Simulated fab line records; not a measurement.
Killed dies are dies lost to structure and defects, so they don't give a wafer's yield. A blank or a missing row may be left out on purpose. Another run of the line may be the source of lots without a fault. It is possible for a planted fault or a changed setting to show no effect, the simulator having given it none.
fab line records	flow nand_harc
record: lots: 24	wafers: 72	last_day: 33
route steps=1302 shown P_GATE@205 P_CONTACT@219 P_M0@267 P_M1@308
lots with no fault: from the same line, run without faults
start_h: start of the lot's first displayed wafer, in hours after the record's first day	wait_h: hours since the lot's step before	" unchanged from the row above	L1.1+2: several wafers, shown together as one row	- either no value or no given start	* or withheld: withheld	< > ~ a bound
route shown NAME@n: names a module that has steps shown in the file, with the first one's number in the route	usual: mean/standard deviation of fault-free wafers	same: alike in all rows	chamber/n: place in a boat	sites: the reading at each site	_std_site: standard deviation across them	_edge_site: outer sites' mean less inner sites'	radius_mm: for every site, how far away it sits from the centre of the wafer	mask NAME#n: copy n	behind: tool/chamber where the wafer was last shaped	hold: reason for holding the lot/hours on hold/outcome of the hold	device: whichever transistor did not switch (one of n, p or np)	end of line: tests of these same wafers at the route's end	for a step that has no rows: nothing shown but its recipe	killed: dies lost to structure and defects at the first sort, not the wafer's yield	map: dies across one wafer; x = killed, . = not, _ = none there
set.NAME: the setting the step ran with; set.NAME@STEP: the setting that earlier step ran with	model.NAME: the simulator's own value behind a step, which no gauge read
the route's steps for a sample of lots (tables are steps, rows are wafers)
services: when a tool's chamber went out of use (start_h, in hours from the record's first day, below 0 if earlier), for how many hours, and the reason
== steps ==
step: NHARC_P_GATE_STRIP_95
recipe: power_w: 1500	temp_c: 250	chemistry: O2
usual: drypump_motor_current_A: 5.5/0.44	heater_power_w: 351/16
lot.wafer	tool	chamber	start_h	wait_h	drypump_motor_current_A	heater_power_w	rf_hours_counter_h
L074.1	plasma_asher-02	0	116.89	0.5	5.8	375	7
L074.4	"	1	"	"	5.9	327	-
L074.6	"	0	"	"	5.9	363	-
L075.1	plasma_asher-02	0	121.17	0.6	5.8	360	8
L075.2	"	1	"	"	5.9	325	8
L075.5	"	1	"	"	5.9	329	-
L076.2	plasma_asher-01	1	131.01	0.6	4.8	341	26
L076.5	"	1	"	"	4.8	343	-
L076.6	"	0	"	"	5.2	358	-
L077.2	plasma_asher-01	1	144.32	0.5	4.8	340	28
L077.3	"	0	"	"	5.2	360	-
L077.6	"	0	"	"	5.2	353	-
L078.1	plasma_asher-02	1	155.87	0.5	5.9	326	15
L078.3	"	1	"	"	5.9	326	-
L078.6	"	1	"	"	5.9	340	-
L079.1	plasma_asher-01	1	159.99	0.6	4.8	349	33
L079.2	"	0	"	"	5.2	365	33
L079.6	"	1	"	"	4.8	338	-
L080.2	plasma_asher-02	1	172.10	0.6	5.9	330	19
L080.4	"	1	"	"	5.9	328	-
L080.3	"	0	"	"	5.8	371	-
L081.2	plasma_asher-02	1	187.98	0.5	5.9	326	23
L081.3	"	0	"	"	5.8	368	-
L081.4	"	1	"	"	5.9	327	-
L082.3	plasma_asher-02	1	195.14	0.3	5.9	323	-
L082.5	"	0	"	"	5.8	361	-
L082.6	"	1	"	"	5.9	325	-
L083.1	plasma_asher-01	1	204.30	0.6	4.8	357	6
L083.2	"	0	"	"	5.2	375	6
L083.4	"	0	"	"	5.2	369	-
L084.1	plasma_asher-02	0	217.87	0.6	5.9	367	29
L084.3	"	0	"	"	5.9	361	-
L084.5	"	0	"	"	5.9	367	-
L085.1	plasma_asher-01	1	222.02	0.6	4.8	360	9
L085.2	"	0	"	"	5.2	369	9
L085.3	"	1	"	"	4.9	352	-
L086.1	plasma_asher-02	1	231.11	0.6	6.0	315	33
L086.2	"	0	"	"	5.9	360	33
L086.6	"	0	"	"	5.9	366	-
L088.4	plasma_asher-01	0	260.83	0.4	5.2	378	-
L088.3	"	1	"	"	4.8	353	-
L088.6	"	1	"	"	4.8	361	-
L087.1	plasma_asher-02	1	263.56	0.6	5.9	338	3
L087.2	"	0	"	"	5.8	356	3
L087.6	"	1	"	"	5.9	341	-
L089.2	plasma_asher-01	1	264.06	0.5	4.8	359	18
L089.3	"	0	"	"	5.2	368	-
L089.4	"	1	"	"	4.8	345	-
L090.2	plasma_asher-02	1	272.74	0.5	5.9	344	6
L090.5	"	0	"	"	5.9	358	-
L090.6	"	1	"	"	5.9	339	-
L091.2	plasma_asher-02	1	284.92	0.5	5.9	342	8
L091.4	"	1	"	"	5.9	339	-
L091.5	"	1	"	"	5.9	342	-
L092.4	plasma_asher-02	1	293.12	0.3	5.9	338	-
L092.5	"	0	"	"	5.8	354	-
L092.6	"	1	"	"	5.9	333	-
L094.2	plasma_asher-02	1	314.73	0.6	5.9	330	14
L094.4	"	0	"	"	5.9	359	-
L094.5	"	0	"	"	5.9	359	-
L093.2	plasma_asher-01	0	315.07	0.5	5.2	364	27
L093.4	"	1	"	"	4.8	344	-
L093.6	"	0	"	"	5.2	369	-
L095.2	plasma_asher-01	1	319.91	0.6	4.8	354	28
L095.1	"	0	"	"	5.2	362	28
L095.5	"	1	"	"	4.8	354	-
L097.1	plasma_asher-01	0	339.37	0.6	5.2	372	32
L097.2	"	1	"	"	4.8	355	32
L097.3	"	0	"	"	5.2	360	-
L096.3	plasma_asher-02	1	340.02	0.4	5.9	323	-
L096.5	"	1	"	"	5.9	341	-
L096.6	"	0	"	"	5.8	353	-
step: NHARC_P_GATE_INSPECT_68
usual: raw_defect_count: 200/82
lot.wafer	tool	chamber	start_h	wait_h	raw_defect_count
L074.1	defect_inspect-01	-	118.70	0.2	200
L074.4	"	-	"	"	178
L074.6	"	-	"	"	212
L075.1	defect_inspect-02	-	122.99	0.2	169
L075.2	"	-	"	"	117
L075.5	"	-	"	"	203
L076.2	defect_inspect-01	-	132.83	0.1	120
L076.5	"	-	"	"	151
L076.6	"	-	"	"	172
L077.2	defect_inspect-01	-	146.26	0.1	222
L077.3	"	-	"	"	326
L077.6	"	-	"	"	193
L078.1	defect_inspect-01	-	157.68	0.2	221
L078.3	"	-	"	"	171
L078.6	"	-	"	"	152
L079.1	defect_inspect-02	-	161.83	0.2	88
L079.2	"	-	"	"	124
L079.6	"	-	"	"	80
L080.2	defect_inspect-01	-	174.09	0.1	114
L080.3	"	-	"	"	229
L080.4	"	-	"	"	198
L081.2	defect_inspect-01	-	189.81	0.1	225
L081.3	"	-	"	"	238
L081.4	"	-	"	"	144
L082.3	defect_inspect-01	-	196.95	0.1	147
L082.5	"	-	"	"	172
L082.6	"	-	"	"	221
L083.1	defect_inspect-02	-	206.13	0.2	178
L083.2	"	-	"	"	151
L083.4	"	-	"	"	141
L084.1	defect_inspect-02	-	219.72	0.2	132
L084.3	"	-	"	"	240
L084.5	"	-	"	"	180
L085.1	defect_inspect-02	-	223.85	0.2	255
L085.2	"	-	"	"	210
L085.3	"	-	"	"	117
L086.1	defect_inspect-01	-	232.94	0.2	205
L086.2	"	-	"	"	299
L086.6	"	-	"	"	190
L088.3	defect_inspect-01	-	262.67	0.1	83
L088.4	"	-	"	"	195
L088.6	"	-	"	"	117
L087.1	defect_inspect-02	-	265.41	0.2	439
L087.2	"	-	"	"	187
L087.6	"	-	"	"	133
L089.2	defect_inspect-02	-	265.88	0.1	345
L089.3	"	-	"	"	218
L089.4	"	-	"	"	466
L090.2	defect_inspect-01	-	274.54	0.1	221
L090.5	"	-	"	"	187
L090.6	"	-	"	"	249
L091.2	defect_inspect-02	-	286.82	0.1	232
L091.4	"	-	"	"	303
L091.5	"	-	"	"	298
L092.4	defect_inspect-01	-	294.95	0.1	189
L092.5	"	-	"	"	157
L092.6	"	-	"	"	221
L094.2	defect_inspect-01	-	316.59	0.1	288
L094.4	"	-	"	"	242
L094.5	"	-	"	"	219
L093.2	defect_inspect-02	-	317.09	0.1	162
L093.4	"	-	"	"	146
L093.6	"	-	"	"	158
L095.1	defect_inspect-02	-	321.73	0.2	170
L095.2	"	-	"	"	143
L095.5	"	-	"	"	115
L097.1	defect_inspect-01	-	341.21	0.2	147
L097.2	"	-	"	"	134
L097.3	"	-	"	"	206
L096.3	defect_inspect-01	-	341.82	0.1	235
L096.5	"	-	"	"	146
L096.6	"	-	"	"	191
step: NHARC_P_CONTACT_CMP_01
recipe: target_thk_nm: 200	material: SiO2
usual: motor_current_A: 12.6/0.92
lot.wafer	tool	chamber	start_h	wait_h	motor_current_A
L074.4	cmp-01	0	119.51	-	13.3
L074.1	"	2	"	"	12.6
L074.6	"	3	"	"	12.0
L075.1	cmp-02	0	123.77	-	11.9
L075.2	"	1	"	"	12.4
L075.5	"	1	"	"	12.9
L076.2	cmp-04	2	133.66	-	12.6
L076.5	"	0	"	"	12.1
L076.6	"	1	"	"	12.6
L077.2	cmp-04	3	147.05	-	13.8
L077.3	"	2	"	"	12.5
L077.6	"	0	"	"	11.8
L078.3	cmp-02	1	158.48	-	12.3
L078.1	"	3	"	"	14.0
L078.6	"	0	"	"	11.9
L079.2	cmp-04	1	162.66	-	11.8
L079.1	"	2	"	"	12.3
L079.6	"	3	"	"	14.3
L080.4	cmp-01	1	174.87	-	13.2
L080.2	"	3	"	"	11.7
L080.3	"	0	"	"	13.2
L081.4	cmp-01	2	190.61	-	12.6
L081.3	"	3	"	"	12.0
L081.2	"	0	"	"	12.6
L082.3	cmp-04	3	197.76	-	13.9
L082.5	"	2	"	"	12.6
L082.6	"	3	"	"	13.6
L083.1	cmp-02	0	206.91	-	12.2
L083.4	"	1	"	"	12.1
L083.2	"	3	"	"	12.6
L084.3	cmp-04	2	220.52	-	12.3
L084.1	"	3	"	"	14.4
L084.5	"	2	"	"	12.9
L085.1	cmp-01	1	224.62	-	13.2
L085.2	"	3	"	"	11.8
L085.3	"	0	"	"	12.3
L086.1	cmp-04	0	233.74	-	11.0
L086.2	"	2	"	"	12.3
L086.6	"	0	"	"	12.2
L088.3	cmp-02	1	263.50	-	13.0
L088.4	"	2	"	"	11.2
L088.6	"	3	"	"	12.9
L087.2	cmp-01	1	266.22	-	13.9
L087.1	"	3	"	"	11.3
L087.6	"	0	"	"	12.2
L089.2	cmp-04	1	266.65	-	12.0
L089.4	"	3	"	"	14.2
L089.3	"	0	"	"	11.0
L090.2	cmp-01	1	275.37	-	13.1
L090.5	"	3	"	"	11.5
L090.6	"	0	"	"	13.1
L091.2	cmp-04	1	287.60	-	11.8
L091.4	"	2	"	"	12.0
L091.5	"	1	"	"	11.4
L092.4	cmp-04	0	295.76	-	10.8
L092.6	"	3	"	"	14.0
L092.5	"	0	"	"	12.1
L094.2	cmp-01	3	317.37	-	11.9
L094.4	"	1	"	"	13.7
L094.5	"	0	"	"	12.8
L093.2	cmp-04	0	317.88	-	11.8
L093.4	"	2	"	"	12.3
L093.6	"	0	"	"	11.1
L095.2	cmp-02	1	322.54	-	12.1
L095.1	"	3	"	"	13.5
L095.5	"	0	"	"	12.3
L097.1	cmp-04	2	341.98	-	12.9
L097.3	"	0	"	"	11.5
L097.2	"	1	"	"	12.3
L096.3	cmp-02	0	342.65	-	12.1
L096.5	"	2	"	"	12.4
L096.6	"	3	"	"	14.0
step: NHARC_P_M0_ETCH_34
recipe: target_depth_a: 400	overetch_a: 120	time_s: 43.94	ion_energy_ev: 200	n2_flow_sccm: 150	h2_flow_sccm: 150	ar_flow_sccm: 0	rf_w: 400	bias_w: 150	chemistry: N2/H2
usual: drypump_motor_current_A: 6.3/0.39	mfc_ar_sccm: 0.007/0.0065	oes_product_au: 0.995/0.0094	rf_vpp_V: 430.8/2.6	showerhead_plenum_p_Torr: 2.05/0.095	throttle_valve_pct: 14.173/0.0088
lot.wafer	tool	chamber	start_h	wait_h	drypump_motor_current_A	mfc_ar_sccm	oes_product_au	rf_hours_counter_h	rf_vpp_V	showerhead_plenum_p_Torr	throttle_valve_pct
L074.1	rie_diel-02	1	125.07	0.3	6.6	0	1.002	8	431.0	2.04	14.190
L074.4	"	1	"	"	6.6	0	1.004	-	430.3	2.04	14.165
L074.6	"	3	"	"	6.6	0.008	1.005	-	428.0	1.92	14.181
L075.1	rie_diel-02	1	129.03	0.1	6.6	0	1.006	9	428.9	2.04	14.173
L075.2	"	2	"	"	6.4	0.013	0.995	7	429.7	2.05	14.179
L075.5	"	0	"	"	6.2	0.009	1.003	-	433.5	2.17	14.172
L076.2	rie_diel-02	2	138.74	0.2	6.4	0.013	0.970	9	430.9	2.05	14.175
L076.5	"	0	"	"	6.1	0.009	0.986	-	432.3	2.17	14.167
L076.6	"	1	"	"	6.6	0	0.990	-	430.1	2.03	14.168
L077.2	rie_diel-02	3	152.28	0.1	6.6	0.008	0.996	14	427.0	1.92	14.163
L077.3	"	0	"	"	6.2	0.009	0.999	11	433.8	2.17	14.171
L077.6	"	2	"	"	6.4	0.013	0.987	-	431.5	2.05	14.178
L078.3	rie_diel-13	0	163.75	0.1	6.0	0	1.006	62	433.1	2.14	14.175
L078.1	"	2	"	"	5.5	0	1.012	64	431.6	2.15	14.171
L078.6	"	1	"	"	6.5	0.002	0.986	-	433.5	2.14	14.189
L079.2	rie_diel-02	2	167.90	0.1	6.4	0.013	0.996	15	430.4	2.05	14.183
L079.1	"	0	"	"	6.2	0.009	0.983	14	434.5	2.17	14.174
L079.6	"	2	"	"	6.4	0.013	0.999	-	431.3	2.05	14.164
L080.4	rie_diel-13	0	180.37	0.1	6.0	0	0.996	1	434.4	2.14	14.191
L080.2	"	1	"	"	6.4	0.002	0.983	1	433.4	2.14	14.162
L080.3	"	2	"	"	5.4	0	0.992	1	432.3	2.14	14.166
L081.3	rie_diel-13	2	195.82	0.1	5.4	0	0.989	4	433.5	2.14	14.177
L081.2	"	0	"	"	5.9	0	0.988	3	433.8	2.14	14.173
L081.4	"	1	"	"	6.4	0.002	0.976	3	432.3	2.14	14.165
L082.3	rie_diel-09	0	202.94	0.1	5.7	0.026	0.990	17	435.8	2.21	14.159
L082.6	"	3	"	"	5.2	0.027	0.997	-	430.8	2.03	14.186
L082.5	"	0	"	"	5.7	0.026	1.003	-	436.1	2.21	14.163
L083.4	rie_diel-02	1	212.29	0.1	6.6	0	0.999	23	430.3	2.03	14.168
L083.1	"	3	"	"	6.6	0.008	0.996	23	428.4	1.92	14.163
L083.2	"	0	"	"	6.2	0.009	0.991	18	434.7	2.17	14.158
L084.1	rie_diel-13	0	226.95	1.0	6.0	0	0.995	18	434.0	2.13	14.176
L084.3	"	2	"	"	5.4	0	0.990	18	432.3	2.14	14.163
L084.5	"	3	"	"	5.9	0.005	1.008	-	426.6	1.89	14.171
L085.3	rie_diel-02	3	229.76	0.1	6.6	0.008	0.985	1	427.7	1.92	14.179
L085.1	"	0	"	"	6.2	0.009	1.002	1	433.5	2.17	14.184
L085.2	"	1	"	"	6.6	0	0.996	1	432.0	2.03	14.161
L086.1	rie_diel-13	1	239.20	0.1	6.5	0.002	0.986	13	434.0	2.13	14.193
L086.2	"	2	"	"	5.4	0	1.003	21	432.8	2.14	14.165
L086.6	"	0	"	"	6.0	0	1.013	-	433.2	2.13	14.169
L088.4	rie_diel-02	3	268.75	0.1	6.6	0.008	0.986	5	427.7	1.92	14.178
L088.3	"	0	"	"	6.2	0.009	1.001	5	433.7	2.17	14.170
L088.6	"	1	"	"	6.6	0	0.986	-	427.7	2.03	14.172
L087.2	rie_diel-02	0	271.52	0.1	6.2	0.009	1.001	5	433.0	2.17	14.184
L087.1	"	1	"	"	6.6	0	0.991	6	430.9	2.03	14.181
L087.6	"	1	"	"	6.6	0	0.989	-	430.6	2.03	14.171
L089.3	rie_diel-02	3	272.67	0.2	6.6	0.008	0.997	6	426.3	1.92	14.167
L089.4	"	1	"	"	6.6	0	0.984	7	431.9	2.03	14.166
L089.2	"	2	"	"	6.4	0.013	0.989	7	430.4	2.04	14.183
L090.2	rie_diel-02	2	280.79	0.1	6.5	0.013	0.988	8	430.9	2.04	14.172
L090.5	"	1	"	"	6.6	0	1.003	-	430.3	2.03	14.181
L090.6	"	2	"	"	6.5	0.013	0.984	-	431.6	2.04	14.176
L091.2	rie_diel-02	0	292.88	0.1	6.2	0.009	1.010	11	434.5	2.17	14.188
L091.4	"	0	"	"	6.2	0.009	1.001	-	433.4	2.16	14.194
L091.5	"	1	"	"	6.6	0	0.999	-	430.1	2.02	14.165
L092.4	rie_diel-02	2	301.17	0.1	6.5	0.013	0.988	13	430.7	2.04	14.196
L092.5	"	2	"	"	6.5	0.013	0.998	-	430.3	2.04	14.168
L092.6	"	3	"	"	6.6	0.008	1.004	-	426.6	1.92	14.171
L094.2	rie_diel-02	2	322.83	0.1	6.5	0.013	0.995	19	430.6	2.04	14.181
L094.4	"	3	"	"	6.6	0.008	0.984	17	427.7	1.91	14.168
L094.5	"	0	"	"	6.2	0.009	0.999	-	433.0	2.16	14.159
L093.2	rie_diel-02	3	323.39	0.1	6.6	0.008	0.996	17	427.0	1.91	14.173
L093.4	"	0	"	"	6.2	0.009	1.009	19	433.6	2.16	14.174
L093.6	"	2	"	"	6.4	0.013	0.993	-	430.3	2.04	14.159
L095.2	rie_diel-02	2	327.77	0.1	6.5	0.013	0.993	20	430.3	2.04	14.176
L095.1	"	0	"	"	6.1	0.009	0.997	19	433.6	2.16	14.167
L095.5	"	3	"	"	6.6	0.008	0.990	-	426.4	1.91	14.160
L097.2	rie_diel-09	3	347.16	0.1	5.2	0.027	0.985	8	429.9	2.01	14.176
L097.3	"	0	"	"	5.7	0.026	1.007	8	433.9	2.19	14.163
L097.1	"	2	"	"	5.1	0.008	1.014	7	425.7	1.89	14.161
L096.3	rie_diel-02	1	347.94	0.1	6.6	0	0.994	25	430.9	2.02	14.165
L096.5	"	2	"	"	6.4	0.013	0.980	-	430.7	2.04	14.177
L096.6	"	3	"	"	6.6	0.008	0.986	-	427.0	1.91	14.168
step: NHARC_P_M1_PVD_21
recipe: target_thk_a: 300	chamber_pressure_pa: 5	power_w: 5000	substrate_temp_c: 30	time_s: 20.49	material: Cu
usual: throttle_valve_pct: 30.1/1.3
lot.wafer	tool	chamber	start_h	wait_h	throttle_valve_pct
L074.4	pvd_sputter-02	-	-	-	28.1
L074.1	"	-	"	"	28.6
L074.6	"	-	"	"	28.1
L075.2	pvd_sputter-02	-	-	-	28.7
L075.1	"	-	"	"	31.3
L075.5	"	-	"	"	28.6
L076.2	pvd_sputter-02	-	-	-	30.2
L076.5	"	-	"	"	31.3
L076.6	"	-	"	"	30.4
L077.2	pvd_sputter-03	-	-	-	31.1
L077.3	"	-	"	"	32.3
L077.6	"	-	"	"	28.5
L078.3	pvd_sputter-03	-	-	-	32.1
L078.1	"	-	"	"	31.4
L078.6	"	-	"	"	32.2
L079.1	pvd_sputter-01	-	-	-	29.0
L079.2	"	-	"	"	30.6
L079.6	"	-	"	"	29.8
L080.4	pvd_sputter-03	-	-	-	30.8
L080.3	"	-	"	"	30.8
L080.2	"	-	"	"	32.4
L081.4	pvd_sputter-02	-	-	-	30.1
L081.2	"	-	"	"	28.1
L081.3	"	-	"	"	28.4
L082.3	pvd_sputter-01	-	-	-	30.9
L082.5	"	-	"	"	29.0
L082.6	"	-	"	"	31.2
L083.1	pvd_sputter-03	-	-	-	28.3
L083.4	"	-	"	"	30.3
L083.2	"	-	"	"	32.2
L084.1	pvd_sputter-03	-	-	-	32.6
L084.3	"	-	"	"	30.9
L084.5	"	-	"	"	28.5
L085.3	pvd_sputter-02	-	-	-	28.2
L085.2	"	-	"	"	31.5
L085.1	"	-	"	"	30.1
L086.2	pvd_sputter-01	-	-	-	30.5
L086.1	"	-	"	"	30.1
L086.6	"	-	"	"	30.5
L088.3	pvd_sputter-02	-	-	-	28.4
L088.4	"	-	"	"	28.6
L088.6	"	-	"	"	28.6
L087.1	pvd_sputter-03	-	-	-	30.6
L087.2	"	-	"	"	32.3
L087.6	"	-	"	"	28.3
L089.2	pvd_sputter-01	-	-	-	29.6
L089.3	"	-	"	"	30.4
L089.4	"	-	"	"	30.4
L090.2	pvd_sputter-01	-	-	-	30.4
L090.5	"	-	"	"	30.1
L090.6	"	-	"	"	29.6
L091.4	pvd_sputter-03	-	-	-	30.6
L091.2	"	-	"	"	28.3
L091.5	"	-	"	"	30.8
L092.4	pvd_sputter-02	-	-	-	29.1
L092.6	"	-	"	"	31.5
L092.5	"	-	"	"	30.3
L094.2	pvd_sputter-03	-	-	-	30.8
L094.4	"	-	"	"	28.4
L094.5	"	-	"	"	30.7
L093.4	pvd_sputter-03	-	-	-	30.9
L093.2	"	-	"	"	30.8
L093.6	"	-	"	"	31.2
L095.1	pvd_sputter-01	-	-	-	30.6
L095.2	"	-	"	"	30.4
L095.5	"	-	"	"	30.4
L097.3	pvd_sputter-02	-	-	-	30.6
L097.1	"	-	"	"	28.8
L097.2	"	-	"	"	31.7
L096.3	pvd_sputter-01	-	-	-	30.7
L096.5	"	-	"	"	30.6
L096.6	"	-	"	"	30.4
step: NHARC_P_M1_ANNEAL_31
recipe: temp_c: 225	time_s: 90
usual: wafer_temp_C_max: 225.70/0.23
lot.wafer	tool	chamber	start_h	wait_h	wafer_temp_C_max
L074.1	rtp_anneal-02	0	130.88	-	225.93
L074.4	"	0	"	"	226.47
L074.6	"	0	"	"	225.91
L075.1	rtp_anneal-01	0	134.65	0.3	226.02
L075.2	"	0	"	"	225.91
L075.5	"	0	"	"	225.79
L076.2	rtp_anneal-02	0	144.74	-	225.82
L076.5	"	0	"	"	225.89
L076.6	"	0	"	"	225.87
L077.2	rtp_anneal-02	0	158.02	-	225.22
L077.3	"	0	"	"	225.57
L077.6	"	0	"	"	225.51
L078.1	rtp_anneal-02	0	169.70	0.4	225.69
L078.3	"	0	"	"	225.62
L078.6	"	0	"	"	225.47
L079.1	rtp_anneal-01	0	173.67	0.3	225.55
L079.2	"	0	"	"	225.45
L079.6	"	0	"	"	225.78
L080.2	rtp_anneal-01	0	186.26	0.4	225.70
L080.3	"	0	"	"	225.65
L080.4	"	0	"	"	225.67
L081.2	rtp_anneal-01	0	201.85	0.4	226.04
L081.3	"	0	"	"	225.55
L081.4	"	0	"	"	225.75
L082.3	rtp_anneal-02	0	208.80	0.3	225.65
L082.5	"	0	"	"	225.77
L082.6	"	0	"	"	225.60
L083.1	rtp_anneal-01	0	218.83	0.3	225.65
L083.2	"	0	"	"	226.06
L083.4	"	0	"	"	225.95
L084.1	rtp_anneal-02	0	232.82	-	225.27
L084.3	"	0	"	"	225.57
L084.5	"	0	"	"	225.67
L085.1	rtp_anneal-02	0	235.44	0.3	225.72
L085.2	"	0	"	"	225.60
L085.3	"	0	"	"	225.58
L086.1	rtp_anneal-02	0	245.97	-	225.86
L086.2	"	0	"	"	225.62
L086.6	"	0	"	"	225.88
L088.3	rtp_anneal-02	0	275.07	-	225.49
L088.4	"	0	"	"	225.62
L088.6	"	0	"	"	225.67
L087.1	rtp_anneal-02	0	277.33	-	225.36
L087.2	"	0	"	"	225.64
L087.6	"	0	"	"	225.58
L089.2	rtp_anneal-01	0	278.51	-	225.66
L089.3	"	0	"	"	225.99
L089.4	"	0	"	"	225.58
L090.2	rtp_anneal-01	0	286.75	0.3	225.70
L090.5	"	0	"	"	225.85
L090.6	"	0	"	"	225.71
L091.2	rtp_anneal-02	0	298.86	0.3	225.91
L091.4	"	0	"	"	225.73
L091.5	"	0	"	"	225.96
L092.4	rtp_anneal-02	0	307.16	-	225.34
L092.5	"	0	"	"	225.53
L092.6	"	0	"	"	225.91
L094.2	rtp_anneal-01	0	328.76	0.4	225.62
L094.4	"	0	"	"	225.59
L094.5	"	0	"	"	225.64
L093.2	rtp_anneal-02	0	329.49	-	226.18
L093.4	"	0	"	"	225.74
L093.6	"	0	"	"	225.52
L095.1	rtp_anneal-02	0	333.61	-	225.70
L095.2	"	0	"	"	225.40
L095.5	"	0	"	"	226.00
L097.1	rtp_anneal-01	0	352.78	-	225.85
L097.2	"	0	"	"	226.04
L097.3	"	0	"	"	226.18
L096.3	rtp_anneal-01	0	353.65	0.3	225.39
L096.5	"	0	"	"	225.35
L096.6	"	0	"	"	225.45
== services ==
tool	chamber	start_h	hours	kind
cmp-04	-	93.03	0.7	repair
rie_diel-02	1	100.53	2.7	repair
pvd_sputter-02	-	105.59	10.0	pm
cmp-04	-	111.00	4.0	pm
rie_diel-02	0	111.93	9.2	repair
rie_diel-02	2	117.46	9.4	repair
plasma_asher-01	-	124.74	2.2	repair
rtp_anneal-01	-	141.27	3.8	repair
rie_diel-02	2	162.77	3.7	repair
plasma_asher-01	-	165.10	9.0	pm
pvd_sputter-03	-	170.00	10.0	pm
rie_diel-02	0	187.84	16.3	repair
rie_diel-02	1	195.46	4.7	repair
pvd_sputter-03	-	207.45	4.8	repair
cmp-04	-	209.00	4.0	pm
cmp-04	-	216.19	0.8	repair
rie_diel-02	-	217.04	9.0	pm
rie_diel-02	-	246.15	0.7	repair
pvd_sputter-02	-	248.26	4.3	repair
plasma_asher-02	-	249.30	9.0	pm
rie_diel-02	3	288.04	6.1	repair
cmp-04	-	307.00	4.0	pm
plasma_asher-01	-	342.10	9.0	pm
pvd_sputter-03	-	348.00	10.0	pm
== key ==
fault none
